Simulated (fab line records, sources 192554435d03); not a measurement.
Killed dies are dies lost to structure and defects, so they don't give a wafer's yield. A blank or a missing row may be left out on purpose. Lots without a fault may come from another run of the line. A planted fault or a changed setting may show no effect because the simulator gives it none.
Problem report in the 8D (eight disciplines) form, filled by code | flow n5_finfet | the parts of the form that need people (team, actions taken, sign-off) are left out

1. THE PROBLEM
spin_speed_rpm at N5_BEOL_M12_COAT_22 reads a mean of 3033.6 rpm on 6 wafers of 2 lots; wafers without a fault read 2888.0 rpm with a standard deviation of 2. That is +73 standard deviations from the usual mean.
The step: resist thk 300 nm.
First seen on wafer L586.3, day 13 16:17, on litho_track-04. The record holds 12 wafers of 4 lots with a number at this step. Rule for "out", or "out of limits": more than 4 standard deviations from the usual mean. The other wafers with a number count as sound.

2. WHAT IT IS AND WHAT IT IS NOT
question                    | is                     | is not
which readings at this step | spin_speed_rpm         | resist_line_temp_C
which lots                  | L586, L588             | L584, L589
which wafers of those lots  | all that have a number | -
read on which tools         | litho_track-04         | litho_track-05
when                        | from day 13 16:17      | up to then (3 sound wafers); but 3 sound wafers of L589 came after

3. SUSPECTS, AND WHAT RULES EACH OUT
Counting: a tool at a process step up to the reading stays a suspect if it ran every lot that is out and no sound lot after the first of them.
- litho_track-04 at N5_BEOL_M12_COAT_22 (resist thk 300 nm): kept. It ran every lot that is out, first L586 (day 13 16:17), and no sound lot after that; its last sound lot up to then is L584 (day 12 22:23). Its own readings are out on those wafers: spin_speed_rpm.
Left after counting: litho_track-04 at N5_BEOL_M12_COAT_22.

4. THE CAUSE (what the simulator had put in)
Process parameter drift: litho_track-04, from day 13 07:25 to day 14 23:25, at N5_BEOL_M12_COAT_22. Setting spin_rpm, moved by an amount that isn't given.
Counting left only this tool.

5. THE CHAIN OF EFFECTS, in route order
Each row: a reading whose mean over the struck wafers that have a number lies more than 3 standard deviations from the usual. Only readings for which the record gives a usual standard deviation are gone through. hours: the time from each lot's start at the first step in this table that gives one to its start at this step, as a median over the lots. sigmas: the change in usual standard deviations.
hours | step                | reading        | usual      | on struck wafers | change | sigmas
0     | N5_BEOL_M12_COAT_22 | spin_speed_rpm | 2888.0 rpm | 3033.6           | +145.6 | +73
The process steps in it:
- N5_BEOL_M12_COAT_22: resist thk 300 nm.

6. WHAT WOULD HAVE CAUGHT IT SOONER
In this record the first reading out of limits was taken at day 13 16:17, 9 hours after the fault began at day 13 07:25.
